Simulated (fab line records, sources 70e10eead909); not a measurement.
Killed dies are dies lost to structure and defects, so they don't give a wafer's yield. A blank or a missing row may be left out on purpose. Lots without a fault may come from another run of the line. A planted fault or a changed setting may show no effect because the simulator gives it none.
fab line records | flow nand_harc
record lots=24 wafers=72 last_day=33
route steps=1302 shown P_GATE@131 P_CONTACT@219 P_M0@274 P_M2@345
lots that met no fault: from a run of the same line without faults
start_h: hours from the record's first day to the start of the lot's first wafer shown | wait_h: hours since the lot's step before | " the same as in the row above | L1.1+2: a row that stands for several wafers | - no value, or no start given | * or withheld: withheld | < > ~ a bound
route shown NAME@n: a module of which the file shows steps, and the number in the route of the first | usual: mean/standard deviation of fault-free wafers | same: alike in all rows | chamber/n: place in a boat | sites: the reading at each site | _std_site: their standard deviation | _edge_site: outer sites' mean less inner sites' | radius_mm: how far each site lies from the wafer's centre | mask NAME#n: copy n | behind: the tool/chamber that last shaped the wafer | hold: why the lot was held/for how many hours/how that ended | device: the transistor (n, p or np) that didn't switch | end of line: the same wafers' tests at the end of the route | a step without rows: its recipe alone | killed: dies lost to structure and defects at the first sort, not the wafer's yield | map: a wafer's dies, x killed, . not, _ none there
set.NAME: the setting as run; set.NAME@STEP: as run at that earlier step | model.NAME: the simulator's own value behind a step, which no gauge read
steps of the route over a sample of lots; a table a step, a row a wafer
services: from which hour (start_h, from the record's first day; less than 0 if before it) a tool's chamber was out of use, for how many hours, and why
## steps
# step NHARC_P_GATE_HM_DEP_102
# recipe target_thk_a=1200 temp_c=400 material=aC
# usual throttle_valve_pct=34.999/0.009
# columns lot.wafer tool chamber start_h wait_h throttle_valve_pct
L074.1 acl_dep-03 0 105.97 0.8 34.985
L074.4 " 0 " " 34.999
L074.6 " 0 " " 34.990
L075.1 acl_dep-03 0 106.63 1.4 35.008
L075.2 " 0 " " 35.001
L075.5 " 0 " " 34.991
L076.1 acl_dep-02 0 125.35 5.1 34.997
L076.2 " 0 " " 35.013
L076.3 " 0 " " 34.992
L078.2 acl_dep-03 0 136.35 1.3 35.002
L078.5 " 0 " " 34.986
L078.6 " 0 " " 34.995
L077.1 acl_dep-03 0 136.88 1.8 35.001
L077.2 " 0 " " 35.011
L077.5 " 0 " " 35.001
L079.1 acl_dep-03 0 150.66 0.5 35.009
L079.5 " 0 " " 34.994
L079.6 " 0 " " 35.010
L081.2 acl_dep-02 0 164.10 0.5 34.993
L081.3 " 0 " " 34.990
L081.6 " 0 " " 34.993
L080.3 acl_dep-02 0 164.86 1.2 35.005
L080.4 " 0 " " 35.017
L080.6 " 0 " " 34.999
L082.1 acl_dep-01 0 180.48 0.4 34.992
L082.2 " 0 " " 35.002
L082.6 " 0 " " 35.010
L083.1 acl_dep-02 0 186.15 1.8 35.010
L083.2 " 0 " " 34.999
L083.6 " 0 " " 35.003
L084.3 acl_dep-01 0 204.63 6.8 34.996
L084.4 " 0 " " 34.992
L084.5 " 0 " " 34.993
L085.2 acl_dep-01 0 211.08 0.5 34.998
L085.4 " 0 " " 35.001
L085.6 " 0 " " 35.008
L086.3 acl_dep-02 0 211.19 0.6 34.989
L086.4 " 0 " " 34.995
L086.6 " 0 " " 34.983
L087.1 acl_dep-02 0 238.26 2.3 35.000
L087.3 " 0 " " 34.985
L087.4 " 0 " " 34.981
L088.1 acl_dep-02 0 238.91 2.9 34.998
L088.3 " 0 " " 35.010
L088.4 " 0 " " 34.993
L089.1 acl_dep-01 0 241.02 0.4 34.996
L089.3 " 0 " " 35.008
L089.4 " 0 " " 34.996
L090.1 acl_dep-01 0 257.11 0.4 34.991
L090.3 " 0 " " 35.006
L090.4 " 0 " " 34.997
L091.3 acl_dep-03 0 269.42 1.0 34.990
L091.5 " 0 " " 34.996
L091.6 " 0 " " 34.999
L092.1 acl_dep-02 0 287.77 1.2 35.001
L092.2 " 0 " " 34.991
L092.5 " 0 " " 35.006
L093.1 acl_dep-02 0 293.70 0.4 35.001
L093.4 " 0 " " 35.006
L093.6 " 0 " " 35.004
L094.1 acl_dep-03 0 297.57 0.4 35.008
L094.2 " 0 " " 35.005
L094.5 " 0 " " 35.006
L095.1 acl_dep-01 0 312.99 5.1 34.995
L095.4 " 0 " " 34.987
L095.5 " 0 " " 34.984
L096.2 acl_dep-01 0 317.46 2.6 35.015
L096.3 " 0 " " 35.001
L096.4 " 0 " " 34.987
L097.1 acl_dep-01 0 321.72 2.7 34.991
L097.3 " 0 " " 35.002
L097.6 " 0 " " 34.979
# step NHARC_P_GATE_CD_MEAS_91
# recipe target_cd_nm=2000 landing_energy_ev=500
# usual cd_nm=2000.4/2.3
# columns lot.wafer tool chamber start_h wait_h cd_nm
L074.1 cd_sem-01 0 122.56 - 2000.1
L074.4 " 0 " " 2001.8
L074.6 " 0 " " 2003.4
L075.1 cd_sem-01 0 123.42 - 1998.8
L075.2 " 0 " " 2003.2
L075.5 " 0 " " 1997.5
L076.1 cd_sem-02 0 142.05 - 1999.1
L076.2 " 0 " " 2004.4
L076.3 " 0 " " 2000.2
L078.2 cd_sem-03 0 152.89 - 2000.7
L078.5 " 0 " " 2001.6
L078.6 " 0 " " 2003.3
L077.1 cd_sem-01 0 153.65 - 1999.8
L077.2 " 0 " " 2002.9
L077.5 " 0 " " 1997.4
L079.1 cd_sem-02 0 167.87 - 2000.9
L079.5 " 0 " " 1999.8
L079.6 " 0 " " 1999.5
L081.2 cd_sem-03 0 180.66 - 1999.7
L081.3 " 0 " " 1995.9
L081.6 " 0 " " 2001.6
L080.3 cd_sem-01 0 183.65 - 1999.1
L080.4 " 0 " " 2000.6
L080.6 " 0 " " 2002.7
L082.1 cd_sem-02 0 196.88 - 2000.6
L082.2 " 0 " " 2000.3
L082.6 " 0 " " 2002.9
L083.1 cd_sem-03 0 203.07 - 1999.6
L083.2 " 0 " " 2000.0
L083.6 " 0 " " 2004.1
L084.3 cd_sem-01 0 221.40 - 1999.5
L084.4 " 0 " " 2001.8
L084.5 " 0 " " 2002.2
L085.2 cd_sem-02 0 228.05 - 2002.0
L085.4 " 0 " " 2003.3
L085.6 " 0 " " 2001.7
L086.3 cd_sem-02 0 228.26 - 1997.0
L086.4 " 0 " " 1995.6
L086.6 " 0 " " 2003.2
L087.1 cd_sem-03 0 254.73 - 2000.3
L087.3 " 0 " " 2001.8
L087.4 " 0 " " 2002.7
L088.1 cd_sem-02 0 255.58 - 1997.9
L088.3 " 0 " " 2002.3
L088.4 " 0 " " 1999.1
L089.1 cd_sem-02 0 259.94 - 2001.2
L089.3 " 0 " " 1997.3
L089.4 " 0 " " 1999.6
L090.1 cd_sem-03 0 275.96 - 2000.7
L090.3 " 0 " " 2001.6
L090.4 " 0 " " 2004.4
L091.3 cd_sem-01 0 285.96 - 2001.4
L091.5 " 0 " " 1997.3
L091.6 " 0 " " 2001.6
L092.1 cd_sem-01 0 306.51 - 2000.5
L092.2 " 0 " " 1999.3
L092.5 " 0 " " 1999.4
L093.1 cd_sem-02 0 310.72 - 2003.5
L093.4 " 0 " " 1997.6
L093.6 " 0 " " 1998.3
L094.1 cd_sem-01 0 314.38 - 1996.6
L094.2 " 0 " " 1996.8
L094.5 " 0 " " 1994.9
L095.1 cd_sem-02 0 329.47 - 2002.3
L095.4 " 0 " " 1995.4
L095.5 " 0 " " 2002.6
L096.2 cd_sem-03 0 333.84 - 1998.6
L096.3 " 0 " " 2001.8
L096.4 " 0 " " 1999.6
L097.1 cd_sem-01 0 338.42 - 1997.5
L097.3 " 0 " " 2000.4
L097.6 " 0 " " 2001.8
# step NHARC_P_CONTACT_CMP_01
# recipe target_thk_nm=200 material=SiO2
# usual motor_current_A=11.8/0.61 slurry_filter_dp_kPa=13.50/0.14
# columns lot.wafer tool chamber start_h wait_h motor_current_A slurry_filter_dp_kPa
L074.1 cmp-03 1 126.63 - 11.3 13.50
L074.4 " 3 " " 11.5 13.62
L074.6 " 0 " " 12.0 13.49
L075.1 cmp-01 1 127.49 - 12.3 13.36
L075.2 " 2 " " 11.4 13.62
L075.5 " 0 " " 11.4 13.62
L076.3 cmp-01 0 145.95 - 11.4 13.34
L076.1 " 1 " " 11.7 13.42
L076.2 " 2 " " 11.7 13.44
L078.2 cmp-03 0 159.17 - 11.8 13.66
L078.6 " 1 " " 11.5 13.48
L078.5 " 2 " " 10.8 13.37
L077.2 cmp-02 0 159.27 - 11.6 13.25
L077.1 " 2 " " 11.5 13.58
L077.5 " 1 " " 12.9 13.61
L079.1 cmp-02 0 172.05 - 11.2 13.65
L079.6 " 1 " " 12.8 13.41
L079.5 " 2 " " 11.2 13.18
L081.2 cmp-02 1 184.69 - 11.9 13.47
L081.3 " 3 " " 12.2 13.38
L081.6 " 0 " " 11.1 13.51
L080.4 cmp-02 3 187.49 - 12.9 13.28
L080.3 " 0 " " 11.3 13.47
L080.6 " 0 " " 11.3 13.46
L082.2 cmp-02 3 200.74 - 11.5 13.76
L082.1 " 2 " " 11.0 13.62
L082.6 " 0 " " 11.5 13.37
L083.2 cmp-02 3 206.97 - 11.8 13.59
L083.1 " 2 " " 11.5 13.50
L083.6 " 3 " " 12.4 13.46
L084.4 cmp-02 0 225.27 - 11.0 13.22
L084.3 " 1 " " 13.0 13.64
L084.5 " 1 " " 12.4 13.46
L085.4 cmp-03 3 232.07 - 11.1 13.29
L085.2 " 1 " " 11.3 13.39
L085.6 " 3 " " 12.0 13.33
L086.4 cmp-03 1 232.43 - 11.7 13.47
L086.3 " 3 " " 11.2 13.33
L086.6 " 1 " " 11.3 13.50
L087.1 cmp-02 2 258.64 - 10.9 13.45
L087.4 " 3 " " 12.4 13.26
L087.3 " 0 " " 11.5 13.61
L088.4 cmp-03 1 259.68 - 11.4 13.39
L088.1 " 2 " " 10.9 13.32
L088.3 " 3 " " 12.0 13.74
L089.4 cmp-02 0 263.78 - 11.3 13.52
L089.1 " 1 " " 13.2 13.72
L089.3 " 3 " " 11.8 13.59
L090.1 cmp-02 3 279.84 - 11.8 13.68
L090.4 " 0 " " 11.4 13.44
L090.3 " 1 " " 12.5 13.38
L091.3 cmp-01 1 289.90 - 12.3 13.64
L091.5 " 0 " " 11.6 13.53
L091.6 " 1 " " 12.8 13.56
L092.1 cmp-02 0 310.42 - 11.4 13.61
L092.2 " 1 " " 12.2 13.46
L092.5 " 3 " " 13.1 13.45
L093.4 cmp-01 2 314.64 - 11.9 13.44
L093.1 " 3 " " 11.4 13.60
L093.6 " 3 " " 12.1 13.28
L094.2 cmp-03 3 318.26 - 11.8 13.50
L094.1 " 2 " " 11.6 13.31
L094.5 " 3 " " 11.0 13.39
L095.1 cmp-01 0 333.34 - 11.3 13.73
L095.4 " 3 " " 12.1 13.63
L095.5 " 0 " " 11.1 13.48
L096.4 cmp-01 0 337.68 - 11.3 13.30
L096.2 " 1 " " 12.3 13.57
L096.3 " 3 " " 12.4 13.42
L097.3 cmp-03 1 342.50 0.4 11.4 13.41
L097.1 " 2 " " 11.0 13.35
L097.6 " 2 " " 11.3 13.57
# step NHARC_P_CONTACT_ALD_22
# recipe target_thk_a=30 pulse_time_s=1 ald_cycles=150 temp_c=450 material=TiN
# usual heater_power_w=1121/110 precursor_pulse_height_rel=1.000/0.02
# columns lot.wafer tool chamber start_h wait_h heater_power_w precursor_pulse_height_rel
L074.1 ald_metal-01 2 129.44 - 1071 0.967
L074.4 " 3 " " 1018 0.982
L074.6 " 2 " " 1094 1.024
L075.1 ald_metal-02 1 130.32 - 1043 1.033
L075.2 " 3 " " 1244 0.989
L075.5 " 1 " " 1011 0.972
L076.2 ald_metal-02 1 148.68 - 1048 1.012
L076.3 " 2 " " 1176 0.979
L076.1 " 3 " " 1254 0.989
L078.2 ald_metal-01 2 162.01 - 1108 1.005
L078.6 " 3 " " 1055 1.035
L078.5 " 0 " " 1065 0.975
L077.2 ald_metal-03 2 162.10 - 1110 0.961
L077.1 " 1 " " 1296 1.003
L077.5 " 3 " " 1333 0.994
L079.1 ald_metal-03 1 174.88 - 1240 0.981
L079.6 " 2 " " 1090 1.011
L079.5 " 3 " " 1314 0.991
L081.2 ald_metal-03 3 187.55 - 1325 0.979
L081.3 " 1 " " 1288 1.012
L081.6 " 3 " " 1325 1.006
L080.4 ald_metal-02 2 190.33 - 1142 1.007
L080.3 " 1 " " 1006 1.006
L080.6 " 3 " " 1275 0.968
L082.2 ald_metal-01 1 203.63 - 1117 1.018
L082.1 " 2 " " 1008 1.025
L082.6 " 3 " " 1046 1.016
L083.2 ald_metal-02 0 209.82 - 1186 1.009
L083.1 " 2 " " 1144 0.996
L083.6 " 0 " " 1172 1.007
L084.3 ald_metal-02 3 228.19 - 1242 0.981
L084.4 " 0 " " 1159 1.002
L084.5 " 2 " " 1181 0.981
L085.2 ald_metal-01 2 234.82 - 1060 1.013
L085.4 " 3 " " 1057 0.996
L085.6 " 2 " " 1049 1.005
L086.3 ald_metal-03 2 235.24 - 1039 0.972
L086.4 " 0 " " 945 0.985
L086.6 " 2 " " 1033 1.037
L087.1 ald_metal-01 1 261.33 - 1128 0.997
L087.3 " 2 " " 1046 1.007
L087.4 " 3 " " 1076 1.054
L088.3 ald_metal-01 0 262.39 - 1034 1.012
L088.4 " 1 " " 1087 0.996
L088.1 " 2 " " 1046 0.995
L089.3 ald_metal-02 3 266.50 - 1148 0.990
L089.1 " 0 " " 1257 0.986
L089.4 " 2 " " 1188 1.009
L090.1 ald_metal-01 2 282.72 - 1057 1.011
L090.3 " 3 " " 1071 1.018
L090.4 " 0 " " 1031 1.039
L091.3 ald_metal-03 0 292.64 - 953 0.997
L091.6 " 2 " " 1038 1.033
L091.5 " 3 " " 1297 0.985
L092.2 ald_metal-01 1 313.38 - 1098 0.982
L092.1 " 0 " " 1031 0.982
L092.5 " 2 " " 1037 0.979
L093.1 ald_metal-02 3 317.53 - 1186 1.014
L093.4 " 0 " " 1227 0.976
L093.6 " 2 " " 1207 0.989
L094.2 ald_metal-01 3 321.15 - 1066 1.000
L094.1 " 0 " " 1029 1.025
L094.5 " 3 " " 1055 0.960
L095.4 ald_metal-03 2 336.20 - 1041 0.989
L095.1 " 3 " " 1325 1.036
L095.5 " 3 " " 1284 0.994
L096.3 ald_metal-02 1 340.67 - 998 1.016
L096.2 " 2 " " 1180 0.999
L096.4 " 3 " " 1153 0.995
L097.1 ald_metal-03 3 345.23 - 1302 1.024
L097.3 " 1 " " 1325 1.010
L097.6 " 2 " " 1009 0.979
# step NHARC_P_M0_PVD_20
# recipe target_thk_a=50 bias_v=168.6 power_w=15000 chamber_pressure_pa=0.12 time_s=8.06 substrate_temp_c=50 material=TaN
# usual chamber_pressure_pa=0.12001/0.00024 throttle_valve_pct=29.5/0.86
# columns lot.wafer tool chamber start_h wait_h chamber_pressure_pa throttle_valve_pct
L074.4 pvd_sputter-01 - - - 0.11988 28.0
L074.1 " - " " 0.12005 29.6
L074.6 " - " " 0.11976 29.1
L075.1 pvd_sputter-03 - - - 0.12001 30.1
L075.2 " - " " 0.12001 30.0
L075.5 " - " " 0.1201 30.2
L076.2 pvd_sputter-01 - - - 0.12008 28.3
L076.3 " - " " 0.1197 29.6
L076.1 " - " " 0.12002 29.8
L078.2 pvd_sputter-01 - - - 0.1203 29.9
L078.6 " - " " 0.11978 29.2
L078.5 " - " " 0.11994 28.2
L077.2 pvd_sputter-02 - - - 0.12037 30.5
L077.1 " - " " 0.1203 29.0
L077.5 " - " " 0.12039 30.4
L079.1 pvd_sputter-01 - - - 0.11982 29.1
L079.6 " - " " 0.11984 29.8
L079.5 " - " " 0.12008 29.2
L081.2 pvd_sputter-03 - - - 0.11994 29.1
L081.3 " - " " 0.11968 30.1
L081.6 " - " " 0.12024 29.1
L080.3 pvd_sputter-01 - - - 0.12041 29.7
L080.4 " - " " 0.11982 29.7
L080.6 " - " " 0.11991 29.8
L082.1 pvd_sputter-03 - - - 0.11997 29.6
L082.2 " - " " 0.12011 29.6
L082.6 " - " " 0.12031 29.5
L083.1 pvd_sputter-03 - - - 0.11961 30.2
L083.2 " - " " 0.11991 29.2
L083.6 " - " " 0.12005 29.8
L084.3 pvd_sputter-02 - - - 0.1196 30.5
L084.4 " - " " 0.12042 28.5
L084.5 " - " " 0.12058 28.5
L085.4 pvd_sputter-02 - - - 0.12 31.5
L085.2 " - " " 0.11999 28.7
L085.6 " - " " 0.11965 28.4
L086.3 pvd_sputter-01 - - - 0.12004 29.6
L086.4 " - " " 0.12018 28.8
L086.6 " - " " 0.11985 29.1
L087.4 pvd_sputter-02 - - - 0.11961 28.7
L087.1 " - " " 0.12007 31.3
L087.3 " - " " 0.12002 30.4
L088.4 pvd_sputter-01 - - - 0.11995 29.0
L088.1 " - " " 0.1201 29.7
L088.3 " - " " 0.11999 29.1
L089.3 pvd_sputter-03 - - - 0.12006 29.7
L089.4 " - " " 0.12022 29.3
L089.1 " - " " 0.12015 29.8
L090.3 pvd_sputter-01 - - - 0.11984 28.9
L090.1 " - " " 0.11998 29.3
L090.4 " - " " 0.11957 29.6
L091.3 pvd_sputter-02 - - - 0.11999 27.8
L091.6 " - " " 0.11957 30.2
L091.5 " - " " 0.12002 29.1
L092.2 pvd_sputter-03 - - - 0.12005 29.7
L092.1 " - " " 0.11969 29.5
L092.5 " - " " 0.11989 29.7
L093.1 pvd_sputter-02 - - - 0.12046 30.1
L093.4 " - " " 0.12028 29.0
L093.6 " - " " 0.12015 30.1
L094.1 pvd_sputter-03 - - - 0.12023 29.4
L094.2 " - " " 0.12016 29.8
L094.5 " - " " 0.11998 29.6
L095.1 pvd_sputter-02 - - - 0.12014 31.5
L095.4 " - " " 0.12016 30.3
L095.5 " - " " 0.12038 31.4
L096.2 pvd_sputter-01 - - - 0.11984 28.8
L096.3 " - " " 0.12018 29.3
L096.4 " - " " 0.11945 29.6
L097.3 pvd_sputter-02 - - - 0.11983 29.3
L097.1 " - " " 0.11999 27.6
L097.6 " - " " 0.11979 29.5
# step NHARC_P_M2_THK_MEAS_24
# recipe thk_meas_gauge=xrf
# usual thk_nm=144.3/1.7
# columns lot.wafer tool chamber start_h wait_h thk_nm
L074.1 film_metro-02 - 142.39 - 146.2
L074.4 " - " " 144.4
L074.6 " - " " 146.4
L075.1 film_metro-02 - 143.85 - 144.2
L075.2 " - " " 144.1
L075.5 " - " " 142.9
L076.1 film_metro-01 - 161.92 - 146.9
L076.2 " - " " 144.7
L076.3 " - " " 144.4
L078.2 film_metro-01 - 174.93 - 144.2
L078.5 " - " " 146.5
L078.6 " - " " 144.4
L077.1 film_metro-02 - 175.59 - 145.7
L077.2 " - " " 147.1
L077.5 " - " " 148.0
L079.1 film_metro-01 - 187.89 - 144.2
L079.5 " - " " 141.9
L079.6 " - " " 144.3
L081.2 film_metro-02 - 201.07 - 146.3
L081.3 " - " " 144.7
L081.6 " - " " 144.8
L080.3 film_metro-02 - 203.31 - 144.9
L080.4 " - " " 144.9
L080.6 " - " " 144.8
L082.1 film_metro-01 - 216.99 - 145.5
L082.2 " - " " 141.9
L082.6 " - " " 142.0
L083.1 film_metro-02 - 223.51 - 143.3
L083.2 " - " " 143.9
L083.6 " - " " 141.8
L084.3 film_metro-02 - 241.32 - 145.3
L084.4 " - " " 145.7
L084.5 " - " " 143.9
L085.2 film_metro-02 - 247.72 - 146.0
L085.4 " - " " 145.9
L085.6 " - " " 143.7
L086.3 film_metro-02 - 248.35 - 143.0
L086.4 " - " " 142.5
L086.6 " - " " 142.8
L087.1 film_metro-01 - 274.57 - 141.7
L087.3 " - " " 145.0
L087.4 " - " " 143.7
L088.1 film_metro-02 - 275.65 - 141.0
L088.3 " - " " 144.8
L088.4 " - " " 143.8
L089.1 film_metro-02 - 280.09 - 143.7
L089.3 " - " " 144.2
L089.4 " - " " 142.9
L090.1 film_metro-02 - 295.32 - 141.3
L090.3 " - " " 142.8
L090.4 " - " " 142.2
L091.3 film_metro-02 - 305.44 - 143.0
L091.5 " - " " 142.8
L091.6 " - " " 144.6
L092.1 film_metro-01 - 326.48 - 143.0
L092.2 " - " " 141.4
L092.5 " - " " 143.7
L093.1 film_metro-01 - 330.63 - 146.1
L093.4 " - " " 147.0
L093.6 " - " " 145.1
L094.1 film_metro-02 - 334.14 - 142.6
L094.2 " - " " 142.9
L094.5 " - " " 141.9
L095.1 film_metro-02 - 349.43 - 147.7
L095.4 " - " " 147.4
L095.5 " - " " 146.8
L096.2 film_metro-01 - 353.86 - 147.4
L096.3 " - " " 147.3
L096.4 " - " " 148.1
L097.1 film_metro-02 - 358.14 - 141.1
L097.3 " - " " 143.3
L097.6 " - " " 145.4
## services
# columns tool chamber start_h hours kind
cmp-02 - 84.17 3.7 repair
pvd_sputter-02 - 104.00 10.0 pm
cmp-02 - 106.10 0.5 repair
ald_metal-02 - 117.80 0.4 repair
cmp-02 - 136.05 4.0 pm
pvd_sputter-02 - 157.18 0.9 repair
ald_metal-02 3 160.37 27.3 repair
ald_metal-01 - 170.00 10.0 pm
acl_dep-01 - 189.59 13.0 pm
pvd_sputter-01 - 212.40 9.8 repair
ald_metal-01 - 222.16 0.6 repair
pvd_sputter-01 - 226.00 10.0 pm
cmp-02 - 234.05 4.0 pm
ald_metal-02 - 234.16 1.3 repair
pvd_sputter-02 - 239.30 0.6 repair
acl_dep-02 - 246.87 13.0 pm
ald_metal-02 - 254.00 10.0 pm
cmp-02 - 262.00 1.5 repair
ald_metal-01 0 270.59 1.8 repair
ald_metal-02 - 276.96 6.1 repair
pvd_sputter-02 - 282.00 10.0 pm
cmp-02 - 287.80 0.8 repair
cmp-02 - 332.05 4.0 pm
ald_metal-01 - 348.00 10.0 pm
## key
fault none
